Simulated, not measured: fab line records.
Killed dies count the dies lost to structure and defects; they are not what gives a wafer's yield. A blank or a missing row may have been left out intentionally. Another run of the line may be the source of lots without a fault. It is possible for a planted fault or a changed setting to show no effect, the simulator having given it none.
fab line records	flow nand_harc
[record] lots = 12	wafers = 36	last_day = 33
route steps=1302 shown P_M2@345 P_BONDPAD@376 END@1302
lots that met no fault: taken from a fault-free run of the same line
start_h: hours from the record's first day to the start of the lot's first wafer shown	wait_h: time in hours since the lot's previous step	" repeats the value in the row above	L1.1+2: several wafers, shown together as one row	- no value, or no start was given	* or withheld: withheld	< > ~ a bound
route shown NAME@n: a module of which the file shows steps, and the number in the route of the first	usual: mean/standard deviation of fault-free wafers	same: alike in all rows	chamber/n: place in a boat	sites: readings site by site	_std_site: how widely they spread, as a standard deviation	_edge_site: the outer-site mean with the inner-site mean subtracted	radius_mm: for every site, how far away it sits from the centre of the wafer	mask NAME#n: copy n	behind: tool/chamber where the wafer was last shaped	hold: why the lot went on hold/how many hours it stayed there/how the hold came to an end	device: the transistor (n, p or np) that didn't switch	end of line: tests of these same wafers at the route's end	where a step has no rows: the recipe by itself	killed: count of dies lost to structure and defects at first sort (not the wafer's yield)	map: dies across one wafer; x = killed, . = not, _ = none there
set.NAME: the run value of the setting; set.NAME@STEP: its run value at that earlier step	model.NAME: the simulator's own value behind a step, which no gauge read
one table for each step of the route and one row for each wafer, over a sample of lots
services: a tool's chamber out of use, with start hour (start_h, from the record's first day; less than 0 if before it), hours out, and reason
[[steps]]
[step NHARC_P_M2_THK_MEAS_24]
[recipe] thk_meas_gauge = xrf
[usual] thk_nm = 144.8/1.1
lot.wafer	tool	chamber	start_h	wait_h	thk_nm
L260.2	film_metro-01	-	141.83	-	145.7
L260.3	"	-	"	"	143.2
L260.4	"	-	"	"	144.8
L261.1	film_metro-02	-	152.58	-	145.3
L261.2	"	-	"	"	144.2
L261.3	"	-	"	"	145.7
L262.1	film_metro-02	-	165.20	-	144.2
L262.4	"	-	"	"	145.7
L262.5	"	-	"	"	147.7
L263.2	film_metro-01	-	169.95	-	144.2
L263.3	"	-	"	"	141.6
L263.5	"	-	"	"	142.9
L264.2	film_metro-02	-	182.44	-	145.9
L264.3	"	-	"	"	144.0
L264.5	"	-	"	"	144.3
L267.1	film_metro-02	-	214.58	-	143.6
L267.4	"	-	"	"	145.3
L267.6	"	-	"	"	144.5
L273.3	film_metro-01	-	288.33	-	144.2
L273.4	"	-	"	"	143.5
L273.6	"	-	"	"	145.1
L276.1	film_metro-01	-	306.32	-	144.8
L276.3	"	-	"	"	144.6
L276.4	"	-	"	"	144.2
L275.4	film_metro-01	-	307.04	-	145.9
L275.5	"	-	"	"	144.1
L275.6	"	-	"	"	144.0
L279.2	film_metro-01	-	333.96	-	145.1
L279.5	"	-	"	"	145.2
L279.6	"	-	"	"	143.7
L280.1	film_metro-01	-	334.98	-	145.7
L280.4	"	-	"	"	144.4
L280.5	"	-	"	"	145.0
L282.1	film_metro-02	-	360.59	-	142.7
L282.2	"	-	"	"	142.0
L282.6	"	-	"	"	142.4
[step NHARC_P_M2_PRE_CLEAN_32]
[recipe] time_s = 12	temp_c = 370	rf_power_w = 300	gas = NH3
[usual] heater_power_w = 621/89
lot.wafer	tool	chamber	start_h	wait_h	heater_power_w
L260.2	pecvd-04	1	142.06	0.1	555
L260.3	"	2	"	"	629
L260.4	"	1	"	"	563
L261.1	pecvd-02	0	152.88	0.1	776
L261.2	"	1	"	"	500
L261.3	"	2	"	"	748
L262.1	pecvd-04	1	165.42	0.1	578
L262.4	"	1	"	"	568
L262.5	"	0	"	"	736
L263.2	pecvd-04	1	170.19	0.1	551
L263.3	"	0	"	"	690
L263.5	"	1	"	"	549
L264.2	pecvd-03	2	182.69	0.1	592
L264.3	"	0	"	"	463
L264.5	"	0	"	"	482
L267.1	pecvd-04	1	214.82	0.1	574
L267.4	"	0	"	"	712
L267.6	"	1	"	"	574
L273.3	pecvd-03	0	288.58	0.1	545
L273.4	"	2	"	"	568
L273.6	"	0	"	"	558
L276.1	pecvd-02	1	306.56	0.1	482
L276.4	"	2	"	"	609
L276.3	"	1	"	"	492
L275.5	pecvd-04	0	307.31	0.1	628
L275.6	"	1	"	"	534
L275.4	"	2	"	"	588
L279.2	pecvd-04	1	334.21	0.1	549
L279.6	"	2	"	"	551
L279.5	"	1	"	"	561
L280.1	pecvd-04	1	335.22	0.1	523
L280.4	"	0	"	"	683
L280.5	"	2	"	"	635
L282.2	pecvd-03	0	360.83	0.1	517
L282.1	"	1	"	"	690
L282.6	"	1	"	"	710
[step NHARC_P_BONDPAD_PVD_17]
[recipe] target_thk_a = 50	bias_v = 168.6	power_w = 15000	chamber_pressure_pa = 0.12	time_s = 8.06	substrate_temp_c = 50	material = TaN
[usual] cathode_dc_power_W = 15000/2.7	substrate_temp_c = 50.00/0.11	throttle_valve_pct = 30.4/0.8	time_s = 8.06/0
lot.wafer	tool	chamber	start_h	wait_h	cathode_dc_power_W	substrate_temp_c	throttle_valve_pct	time_s
L260.4	pvd_sputter-03	-	145.24	-	15001	49.98	30.5	8.06
L260.3	"	-	"	"	15000	49.82	30.4	8.06
L260.2	"	-	"	"	15001	50.07	30.5	8.06
L261.3	pvd_sputter-01	-	155.93	-	15001	50.02	31.9	8.06
L261.2	"	-	"	"	14998	49.93	30.2	8.06
L261.1	"	-	"	"	15005	50.27	31.0	8.06
L262.4	pvd_sputter-02	-	168.43	-	15000	50.13	29.4	8.06
L262.1	"	-	"	"	14998	49.98	29.6	8.06
L262.5	"	-	"	"	15003	50.06	30.7	8.06
L263.3	pvd_sputter-03	-	173.40	-	15000	49.95	30.2	8.06
L263.2	"	-	"	"	15003	49.97	30.8	8.06
L263.5	"	-	"	"	15001	50.03	30.5	8.06
L264.3	pvd_sputter-03	-	185.58	-	15003	49.83	30.5	8.06
L264.2	"	-	"	"	15000	49.87	30.4	8.06
L264.5	"	-	"	"	14997	49.93	30.1	8.06
L267.1	pvd_sputter-03	-	217.79	-	14995	50.01	31.1	8.06
L267.4	"	-	"	"	15000	49.92	30.2	8.06
L267.6	"	-	"	"	15004	50.07	31.4	8.06
L273.4	pvd_sputter-03	-	291.56	-	15000	50.13	31.3	8.06
L273.3	"	-	"	"	15001	49.98	30.3	10.39
L273.6	"	-	"	"	15001	50.16	31.1	10.39
L276.3	pvd_sputter-01	-	309.79	-	14999	50.05	31.0	8.06
L276.1	"	-	"	"	14999	49.84	28.9	8.06
L276.4	"	-	"	"	15003	50.10	30.5	8.06
L275.4	pvd_sputter-03	-	310.27	-	15000	49.94	31.2	8.06
L275.5	"	-	"	"	14994	49.99	31.2	8.06
L275.6	"	-	"	"	15001	50.19	30.4	10.39
L279.2	pvd_sputter-02	-	337.02	-	14997	49.94	30.0	8.06
L279.5	"	-	"	"	15002	50.02	29.8	8.06
L279.6	"	-	"	"	15004	49.91	29.9	8.06
L280.1	pvd_sputter-01	-	338.06	-	15006	49.93	31.1	8.06
L280.4	"	-	"	"	14997	49.79	31.4	8.06
L280.5	"	-	"	"	15001	50.01	31.1	8.06
L282.2	pvd_sputter-01	-	363.68	-	15002	50.10	28.7	8.06
L282.1	"	-	"	"	15005	49.94	31.6	8.06
L282.6	"	-	"	"	15000	50.05	31.8	8.06
[step NHARC_P_BONDPAD_INSPECT_23]
[usual] raw_defect_count = 308/120
lot.wafer	tool	chamber	start_h	wait_h	raw_defect_count
L260.2	defect_inspect-01	-	146.73	0.0	214
L260.3	"	-	"	"	448
L260.4	"	-	"	"	341
L261.1	defect_inspect-01	-	157.47	0.0	313
L261.2	"	-	"	"	263
L261.3	"	-	"	"	278
L262.1	defect_inspect-01	-	169.91	0.0	189
L262.4	"	-	"	"	310
L262.5	"	-	"	"	197
L263.2	defect_inspect-01	-	174.97	0.0	344
L263.3	"	-	"	"	242
L263.5	"	-	"	"	269
L264.2	defect_inspect-01	-	187.08	0.0	365
L264.3	"	-	"	"	628
L264.5	"	-	"	"	575
L267.1	defect_inspect-02	-	219.32	0.0	262
L267.4	"	-	"	"	344
L267.6	"	-	"	"	351
L273.3	defect_inspect-02	-	293.07	0.0	358
L273.4	"	-	"	"	180
L273.6	"	-	"	"	382
L276.1	defect_inspect-01	-	311.30	0.0	231
L276.3	"	-	"	"	298
L276.4	"	-	"	"	209
L275.4	defect_inspect-01	-	312.20	0.0	269
L275.5	"	-	"	"	486
L275.6	"	-	"	"	352
L279.2	defect_inspect-01	-	338.75	0.0	296
L279.5	"	-	"	"	276
L279.6	"	-	"	"	282
L280.1	defect_inspect-01	-	339.58	0.0	249
L280.4	"	-	"	"	207
L280.5	"	-	"	"	280
L282.1	defect_inspect-01	-	365.18	0.0	264
L282.2	"	-	"	"	248
L282.6	"	-	"	"	149
[step NHARC_END_SORT_01]
[recipe] temp_c = 25
[usual] defect_limited_yield = 91.5/2.4	killed_at_array = 52/16	killed_at_other = 0.8/1.1	killed_at_periphery = 4.2/2.5	killed_dies = 57/16	killed_open = 3.4/2	killed_short = 2.6/1.6	sort_bin_2_pct = 3.0/1.1	sort_bin_3_pct = 0.6/0.31	sort_bin_4_pct = 4.8/1.4	sort_n_pass = 620/16	sort_rim_yield_pct = 90/4.8	sort_yield_pct = 91.5/2.4
[same] gross_dies = 677	sort_bin_5_pct[%] = 0	sort_bin_6_pct[%] = 0	sort_bin_7_pct[%] = 0	sort_bin_8_pct[%] = 0	sort_rim_n_gross = 106.00
lot.wafer	tool	chamber	start_h	wait_h	defect_limited_yield[%]	killed_at_array	killed_at_other	killed_at_periphery	killed_dies	killed_open	killed_short	sort_bin_2_pct[%]	sort_bin_3_pct[%]	sort_bin_4_pct[%]	sort_n_pass	sort_rim_yield_pct[%]	sort_yield_pct[%]
L262.1	prober-02	0	594.66	2.5	93.2	45	0	1	46	2	3	2.4	0.1	4.3	631	100	93.2
L262.4	prober-02	0	597.06	3.4	94.7	31	0	5	36	2	6	1.2	0.7	3.4	641	92	94.7
L262.5	prober-02	0	597.86	3.7	93.1	42	0	5	47	0	2	3.0	0.3	3.7	630	97	93.1
L260.2	prober-01	0	595.53	2.8	94.2	34	2	3	39	4	0	2.2	1.2	2.4	638	92	94.2
L260.3	prober-01	0	596.34	3.1	90.0	61	2	5	68	2	1	4.1	1.0	4.9	609	95	90.0
L260.4	prober-01	0	597.15	3.4	93.9	36	1	4	41	2	3	2.5	0.1	3.4	636	90	93.9
L263.2	prober-02	0	603.33	2.8	90.8	60	0	2	62	3	2	3.0	0.9	5.3	615	84	90.8
L263.3	prober-02	0	604.12	3.1	91.6	55	0	2	57	2	2	2.7	0.4	5.3	620	87	91.6
L263.5	prober-02	0	605.71	3.7	92.3	48	0	4	52	4	2	2.7	0.6	4.4	625	88	92.3
L264.2	prober-01	0	603.41	2.8	88.0	79	0	2	81	0	3	6.2	1.2	4.6	596	92	88.0
L264.3	prober-01	0	604.21	3.1	90.4	63	0	2	65	4	1	3.2	0.9	5.5	612	77	90.4
L264.5	prober-01	0	605.82	3.7	86.3	90	0	3	93	7	2	5.8	0.9	7.1	584	78	86.3
L261.1	prober-02	0	610.32	2.5	91.7	53	1	2	56	2	1	2.7	0.7	4.9	621	95	91.7
L261.2	prober-02	0	611.12	2.8	92.8	43	0	6	49	7	3	1.9	1.0	4.3	628	88	92.8
L261.3	prober-02	0	611.92	3.1	93.9	40	1	0	41	1	3	2.1	0.4	3.5	636	87	93.9
L267.1	prober-02	0	634.31	2.5	90.3	58	5	3	66	3	3	3.2	0.3	6.2	611	90	90.3
L267.4	prober-02	0	636.68	3.4	92.5	42	5	4	51	3	2	2.1	0.6	4.9	626	90	92.5
L267.6	prober-02	0	638.26	4.0	92.0	45	4	5	54	7	6	2.8	1.0	4.1	623	88	92.0
L273.3	prober-01	0	709.83	3.1	92.6	46	2	2	50	1	3	2.5	0.3	4.6	627	99	92.6
L273.4	prober-01	0	710.64	3.4	95.1	31	0	2	33	1	5	1.8	0.4	2.7	644	93	95.1
L273.6	prober-01	0	712.25	4.0	94.4	36	0	2	38	4	0	1.6	0.3	3.7	639	88	94.4
L276.1	prober-02	0	742.85	2.5	90.4	58	2	5	65	8	3	4.3	0.9	4.4	612	92	90.4
L276.3	prober-02	0	744.47	3.1	92.3	44	0	8	52	6	4	3.0	0.3	4.4	625	83	92.3
L276.4	prober-02	0	745.28	3.4	91.4	54	1	3	58	4	4	2.7	0.3	5.6	619	95	91.4
L275.4	prober-01	0	745.34	3.4	91.6	47	3	7	57	9	5	3.2	0.3	4.9	620	92	91.6
L275.5	prober-01	0	746.14	3.7	91.0	55	1	5	61	6	6	3.4	0.3	5.3	616	86	91.0
L275.6	prober-01	0	746.95	4.0	92.6	44	1	5	50	3	4	2.5	0.7	4.1	627	89	92.6
L280.1	prober-01	0	761.49	2.5	92.6	44	1	5	50	2	4	3.7	0.4	3.2	627	90	92.6
L280.4	prober-01	0	763.88	3.4	92.6	47	1	2	50	1	1	3.1	0.7	3.5	627	92	92.6
L280.5	prober-01	0	764.68	3.7	91.4	51	0	7	58	4	3	2.2	0.9	5.5	619	87	91.4
L279.2	prober-01	0	770.08	2.8	91.9	52	0	3	55	3	2	2.1	1.0	5.0	622	90	91.9
L279.5	prober-01	0	772.49	3.7	90.3	62	1	3	66	2	0	4.1	0.7	4.9	611	82	90.3
L279.6	prober-01	0	773.29	4.0	88.9	72	0	3	75	6	1	4.3	0.7	6.1	602	84	88.9
L282.1	prober-02	0	788.64	2.6	92.2	51	0	2	53	3	6	2.2	0.6	5.0	624	88	92.2
L282.2	prober-02	0	789.44	2.8	91.1	58	0	2	60	7	3	2.2	0.6	6.1	617	88	91.1
L282.6	prober-02	0	792.65	4.0	91.7	55	0	1	56	5	2	2.2	0.4	5.6	621	92	91.7
// killed by level:class
L262.1 A_CHANNEL_HOLE_D2:chamber_film_flake=31 A_CHANNEL_FILL_D2:geometric_particle:short=2 A_DECK1_JOINT:chamber_film_flake=2 A_SLIT:chamber_film_flake=2 A_CONTACT:chamber_film_flake=2 A_DECK1_JOINT:geometric_particle:open=1 A_ONON_D2:geometric_particle:short=1 A_CONTACT:geometric_particle:open=1
L260.2 A_CHANNEL_HOLE_D1:chamber_film_flake=16 A_CHANNEL_HOLE_D2:chamber_film_flake=12 P_GATE:chamber_film_flake=2 THIN_TSV:chamber_film_flake=2 P_M2:geometric_particle:open=1 A_CHANNEL_FILL_D1:geometric_particle:open=1 A_CONTACT:geometric_particle:open=1 A_BLC:geometric_particle:open=1
L260.3 A_CHANNEL_HOLE_D2:chamber_film_flake=23 A_CHANNEL_HOLE_D1:chamber_film_flake=21 P_GATE:chamber_film_flake=4 A_BONDPAD:chamber_film_flake=3 A_STAIRCASE:chamber_film_flake=3 A_CHANNEL_FILL_D1:chamber_film_flake=2 A_WL_FILL:chamber_film_flake=2 A_CONTACT:chamber_film_flake=2
L262.4 A_CHANNEL_HOLE_D2:chamber_film_flake=21 P_GATE:chamber_film_flake=3 A_CHANNEL_FILL_D2:geometric_particle:short=2 A_CHANNEL_HOLE_D1:chamber_film_flake=2 P_CONTACT:geometric_particle:short=1 P_M0:geometric_particle:short=1 A_SGD_CUT:geometric_particle:short=1 A_SGD_CUT:geometric_particle:open=1
L260.4 A_CHANNEL_HOLE_D2:chamber_film_flake=14 A_CHANNEL_HOLE_D1:chamber_film_flake=13 P_GATE:chamber_film_flake=3 A_STAIRCASE:chamber_film_flake=2 P_CONTACT:geometric_particle:open=1 A_ONON_D1:geometric_particle:short=1 A_CHANNEL_FILL_D1:geometric_particle:short=1 A_DECK1_JOINT:geometric_particle:short=1
L262.5 A_CHANNEL_HOLE_D2:chamber_film_flake=30 A_CONTACT:chamber_film_flake=4 P_GATE:chamber_film_flake=3 A_CHANNEL_HOLE_D1:chamber_film_flake=2 A_WL_FILL:chamber_film_flake=2 A_CONTACT:unspecified=2 P_CONTACT:geometric_particle:short=1 A_WL_FILL:geometric_particle:short=1
L263.2 A_CHANNEL_HOLE_D1:chamber_film_flake=24 A_SLIT:chamber_film_flake=23 A_SGD_CUT:chamber_film_flake=3 A_CHANNEL_HOLE_D2:chamber_film_flake=2 A_CHANNEL_FILL_D2:chamber_film_flake=2 A_CONTACT:chamber_film_flake=2 P_STI:geometric_particle:short=1 P_CONTACT:geometric_particle:open=1
L264.2 A_CHANNEL_HOLE_D1:chamber_film_flake=25 A_CHANNEL_HOLE_D2:chamber_film_flake=25 A_SLIT:chamber_film_flake=15 A_CONTACT:chamber_film_flake=5 A_STAIRCASE:chamber_film_flake=3 A_ZERO_WELL:chamber_film_flake=2 A_M0:chamber_film_flake=2 P_GATE:geometric_particle:short=1
L263.3 A_CHANNEL_HOLE_D1:chamber_film_flake=24 A_SLIT:chamber_film_flake=19 A_CHANNEL_HOLE_D2:chamber_film_flake=4 A_SGD_CUT:chamber_film_flake=3 A_CONTACT:chamber_film_flake=2 P_M0:geometric_particle:open=1 A_CHANNEL_HOLE_D1:geometric_particle:open=1 A_CHANNEL_HOLE_D1:geometric_particle:short=1
L264.3 A_SLIT:chamber_film_flake=22 A_CHANNEL_HOLE_D1:chamber_film_flake=13 A_CHANNEL_HOLE_D2:chamber_film_flake=11 A_CONTACT:chamber_film_flake=6 A_STAIRCASE:chamber_film_flake=3 A_CHANNEL_FILL_D2:chamber_film_flake=2 A_M0:chamber_film_flake=2 P_CONTACT:geometric_particle:open=1
L263.5 A_CHANNEL_HOLE_D1:chamber_film_flake=17 A_SLIT:chamber_film_flake=16 A_CONTACT:chamber_film_flake=4 P_GATE:chamber_film_flake=3 A_CHANNEL_HOLE_D2:chamber_film_flake=3 P_GATE:geometric_particle:open=1 A_ONON_D1:geometric_particle:short=1 A_CHANNEL_FILL_D1:geometric_particle:short=1
L264.5 A_CHANNEL_HOLE_D2:chamber_film_flake=31 A_CHANNEL_HOLE_D1:chamber_film_flake=23 A_SLIT:chamber_film_flake=16 A_CHANNEL_FILL_D1:chamber_film_flake=4 A_ZERO_WELL:chamber_film_flake=3 A_STAIRCASE:chamber_film_flake=3 A_CONTACT:geometric_particle:open=2 A_CONTACT:chamber_film_flake=2
L261.1 A_CHANNEL_HOLE_D1:chamber_film_flake=27 A_CHANNEL_HOLE_D2:chamber_film_flake=9 A_CONTACT:chamber_film_flake=8 A_STAIRCASE:chamber_film_flake=3 A_M1:chamber_film_flake=2 A_STAIRCASE:geometric_particle:open=1 A_WL_FILL:geometric_particle:short=1 A_CONTACT:geometric_particle:open=1
L261.2 A_CHANNEL_HOLE_D1:chamber_film_flake=18 A_CONTACT:chamber_film_flake=7 A_CHANNEL_HOLE_D2:chamber_film_flake=6 P_CONTACT:geometric_particle:open=3 A_STAIRCASE:chamber_film_flake=3 A_DECK1_JOINT:geometric_particle:open=2 A_CHANNEL_FILL_D1:geometric_particle:short=1 A_DECK1_JOINT:geometric_particle:short=1
L261.3 A_CHANNEL_HOLE_D1:chamber_film_flake=21 A_CHANNEL_HOLE_D2:chamber_film_flake=8 A_CONTACT:chamber_film_flake=3 A_STAIRCASE:chamber_film_flake=2 A_ONON_D1:geometric_particle:open=1 A_CHANNEL_HOLE_D2:geometric_particle:short=1 A_WL_FILL:geometric_particle:short=1 STARTING-WAFER:geometric_particle:short=1
L267.1 A_CHANNEL_HOLE_D1:chamber_film_flake=32 A_CHANNEL_HOLE_D2:chamber_film_flake=12 THIN_TSV:chamber_film_flake=5 A_STAIRCASE:chamber_film_flake=4 A_CHANNEL_FILL_D2:geometric_particle:short=3 A_CONTACT:chamber_film_flake=3 A_DECK1_JOINT:geometric_particle:open=2 A_CHANNEL_FILL_D2:geometric_particle:open=1
L267.4 A_CHANNEL_HOLE_D1:chamber_film_flake=18 A_CHANNEL_HOLE_D2:chamber_film_flake=8 THIN_TSV:chamber_film_flake=5 A_CONTACT:chamber_film_flake=4 A_STAIRCASE:chamber_film_flake=4 P_GATE:geometric_particle:open=2 P_STI:chamber_film_flake=2 A_SLIT:chamber_film_flake=2
L267.6 A_CHANNEL_HOLE_D1:chamber_film_flake=20 A_CHANNEL_HOLE_D2:chamber_film_flake=8 A_STAIRCASE:chamber_film_flake=4 THIN_TSV:chamber_film_flake=4 A_CHANNEL_FILL_D1:chamber_film_flake=3 A_CHANNEL_FILL_D2:geometric_particle:short=2 A_BLC:geometric_particle:open=2 P_STI:geometric_particle:short=1
L273.3 A_CHANNEL_HOLE_D1:chamber_film_flake=33 A_STAIRCASE:chamber_film_flake=4 A_SLIT:chamber_film_flake=2 A_CONTACT:chamber_film_flake=2 A_ONON_D1:geometric_particle:open=1 A_ONON_D1:geometric_particle:short=1 A_CHANNEL_HOLE_D1:geometric_particle:short=1 P_ZERO_WELL:chamber_film_flake=1
L273.4 A_CHANNEL_HOLE_D1:chamber_film_flake=20 A_ONON_D1:geometric_particle:short=2 A_WL_FILL:geometric_particle:short=2 P_STI:chamber_film_flake=2 A_STAIRCASE:chamber_film_flake=2 A_CONTACT:chamber_film_flake=2 A_CHANNEL_FILL_D1:geometric_particle:short=1 A_WL_FILL:geometric_particle:open=1
L273.6 A_CHANNEL_HOLE_D1:chamber_film_flake=25 A_STAIRCASE:chamber_film_flake=4 A_CONTACT:chamber_film_flake=3 P_CONTACT:geometric_particle:open=1 A_CHANNEL_FILL_D1:geometric_particle:open=1 A_DECK1_JOINT:geometric_particle:open=1 A_M0:geometric_particle:open=1 P_STI:chamber_film_flake=1
L276.1 A_CHANNEL_HOLE_D1:chamber_film_flake=34 A_STAIRCASE:chamber_film_flake=5 A_CONTACT:chamber_film_flake=5 A_SLIT:chamber_film_flake=4 P_ZERO_WELL:chamber_film_flake=2 P_M2:chamber_film_flake=2 P_M0:geometric_particle:open=1 A_ONON_D1:geometric_particle:open=1
L276.3 A_CHANNEL_HOLE_D1:chamber_film_flake=17 A_STAIRCASE:chamber_film_flake=12 A_CONTACT:chamber_film_flake=5 A_SLIT:chamber_film_flake=3 A_ONON_D1:geometric_particle:short=2 P_ZERO_WELL:chamber_film_flake=2 P_M2:chamber_film_flake=2 P_CONTACT:geometric_particle:open=1
L276.4 A_CHANNEL_HOLE_D1:chamber_film_flake=26 A_STAIRCASE:chamber_film_flake=11 A_SLIT:chamber_film_flake=6 P_M2:chamber_film_flake=3 A_CONTACT:chamber_film_flake=2 A_CHANNEL_HOLE_D1:geometric_particle:short=1 A_DECK1_JOINT:geometric_particle:short=1 A_ONON_D2:geometric_particle:open=1
L275.4 A_CHANNEL_HOLE_D2:chamber_film_flake=20 A_CHANNEL_FILL_D1:chamber_film_flake=5 A_SLIT:chamber_film_flake=5 P_M0:geometric_particle:open=2 A_ONON_D1:geometric_particle:short=2 A_CHANNEL_FILL_D1:geometric_particle:open=2 A_WL_FILL:geometric_particle:open=2 P_STI:chamber_film_flake=2
L275.5 A_CHANNEL_HOLE_D2:chamber_film_flake=17 A_CHANNEL_HOLE_D1:chamber_film_flake=7 A_SLIT:chamber_film_flake=7 A_SGD_CUT:chamber_film_flake=6 A_WL_FILL:geometric_particle:short=4 P_CONTACT:geometric_particle:open=2 P_STI:chamber_film_flake=2 A_CHANNEL_FILL_D1:chamber_film_flake=2
L275.6 A_CHANNEL_HOLE_D2:chamber_film_flake=17 A_CHANNEL_HOLE_D1:chamber_film_flake=10 A_SLIT:chamber_film_flake=5 A_DECK1_JOINT:chamber_film_flake=3 P_CONTACT:geometric_particle:open=2 P_GATE:chamber_film_flake=2 A_SGD_CUT:chamber_film_flake=2 A_CHANNEL_FILL_D1:geometric_particle:short=1
L280.1 A_CHANNEL_HOLE_D2:chamber_film_flake=17 A_SLIT:chamber_film_flake=9 A_CHANNEL_HOLE_D1:chamber_film_flake=6 A_CONTACT:chamber_film_flake=4 P_GATE:chamber_film_flake=3 A_ONON_D2:geometric_particle:short=2 A_WL_FILL:chamber_film_flake=2 P_M1:geometric_particle:open=1
L280.4 A_CHANNEL_HOLE_D2:chamber_film_flake=22 A_CHANNEL_HOLE_D1:chamber_film_flake=10 A_SLIT:chamber_film_flake=6 A_STAIRCASE:chamber_film_flake=3 A_CHANNEL_FILL_D2:chamber_film_flake=2 A_WL_FILL:chamber_film_flake=2 STARTING-WAFER:geometric_particle:open=1 A_CHANNEL_FILL_D2:geometric_particle:short=1
L280.5 A_CHANNEL_HOLE_D1:chamber_film_flake=17 A_CHANNEL_HOLE_D2:chamber_film_flake=17 A_SLIT:chamber_film_flake=7 P_GATE:chamber_film_flake=3 A_STAIRCASE:chamber_film_flake=3 A_CONTACT:chamber_film_flake=3 P_CONTACT:geometric_particle:open=1 P_M0:geometric_particle:open=1
L279.2 A_SLIT:chamber_film_flake=18 A_CHANNEL_HOLE_D2:chamber_film_flake=14 A_CHANNEL_HOLE_D1:chamber_film_flake=6 A_CONTACT:chamber_film_flake=4 A_STAIRCASE:chamber_film_flake=3 A_WL_FILL:chamber_film_flake=2 P_M0:geometric_particle:open=1 A_DECK1_JOINT:geometric_particle:short=1
L279.5 A_SLIT:chamber_film_flake=22 A_CHANNEL_HOLE_D2:chamber_film_flake=21 A_CHANNEL_HOLE_D1:chamber_film_flake=8 A_CONTACT:chamber_film_flake=5 P_M1:chamber_film_flake=2 A_DECK1_JOINT:chamber_film_flake=2 A_STAIRCASE:chamber_film_flake=2 A_CHANNEL_FILL_D2:geometric_particle:open=1
L279.6 A_SLIT:chamber_film_flake=29 A_CHANNEL_HOLE_D2:chamber_film_flake=20 A_CHANNEL_HOLE_D1:chamber_film_flake=9 A_CONTACT:chamber_film_flake=3 A_CONTACT:geometric_particle:open=2 P_GATE:chamber_film_flake=2 A_DECK1_JOINT:chamber_film_flake=2 A_STAIRCASE:chamber_film_flake=2
L282.1 A_CHANNEL_HOLE_D2:chamber_film_flake=22 A_CONTACT:chamber_film_flake=9 A_SLIT:chamber_film_flake=7 A_ONON_D1:geometric_particle:short=2 A_CHANNEL_HOLE_D1:geometric_particle:short=2 A_WL_FILL:chamber_film_flake=2 P_CONTACT:geometric_particle:short=1 A_DECK1_JOINT:geometric_particle:short=1
L282.2 A_CHANNEL_HOLE_D2:chamber_film_flake=16 A_SLIT:chamber_film_flake=14 A_CONTACT:chamber_film_flake=9 A_STAIRCASE:chamber_film_flake=3 A_WL_FILL:chamber_film_flake=3 A_CHANNEL_FILL_D1:chamber_film_flake=2 P_STI:geometric_particle:open=1 P_CONTACT:geometric_particle:open=1
L282.6 A_CHANNEL_HOLE_D2:chamber_film_flake=26 A_SLIT:chamber_film_flake=11 A_CONTACT:chamber_film_flake=6 A_CHANNEL_HOLE_D1:chamber_film_flake=2 P_M1:geometric_particle:open=1 A_CHANNEL_HOLE_D1:geometric_particle:open=1 A_CHANNEL_FILL_D2:geometric_particle:open=1 A_CHANNEL_FILL_D2:geometric_particle:short=1
[[services]]
tool	chamber	start_h	hours	kind
pecvd-02	1	128.57	1.9	repair
pecvd-04	2	169.62	30.8	repair
pvd_sputter-01	-	182.99	2.2	repair
pecvd-02	-	184.44	0.5	repair
pecvd-03	-	185.00	13.0	pm
pecvd-03	0	185.00	13.0	vent_cycle
pecvd-03	1	185.00	13.0	vent_cycle
pecvd-03	2	185.00	13.0	vent_cycle
pvd_sputter-01	-	192.31	41.4	repair
pecvd-04	-	197.32	5.5	repair
pvd_sputter-03	-	206.35	10.0	pm
pecvd-02	-	227.00	13.0	pm
pecvd-04	2	239.83	11.2	repair
pecvd-04	-	269.18	13.0	pm
pecvd-04	0	269.18	13.0	vent_cycle
pecvd-04	1	269.18	13.0	vent_cycle
pecvd-04	2	269.18	13.0	vent_cycle
pvd_sputter-02	-	279.16	7.2	repair
pecvd-04	0	282.18	-	clean
pecvd-04	1	282.18	-	clean
pecvd-04	2	282.18	-	clean
pvd_sputter-02	-	286.37	10.0	pm
pecvd-04	-	303.80	1.0	repair
pecvd-02	0	305.80	3.8	repair
[[key]]
[first_sign] step = NHARC_P_BONDPAD_PVD_17	reading = time_s	direction = up	sigmas = 99+	usual = *	struck = *
effect none on later readings
met_at NHARC_P_BONDPAD_PVD_17
struck_lots L273,L275
struck_wafers L273.3,L273.6,L275.6
not_acting_at NHARC_P_M2_THK_MEAS_24,NHARC_P_M2_PRE_CLEAN_32,NHARC_P_BONDPAD_INSPECT_23
onset_between 217.79 291.56
[fault] kind = process_parameter_drift	tool = pvd_sputter-03	chamber = -	onset_h = 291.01	steps = NHARC_P_BONDPAD_PVD_17	channel = time_s	offset = *	shape = step	end_h = 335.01	scope = struck_wafers_only	acts_in = *	stated = *
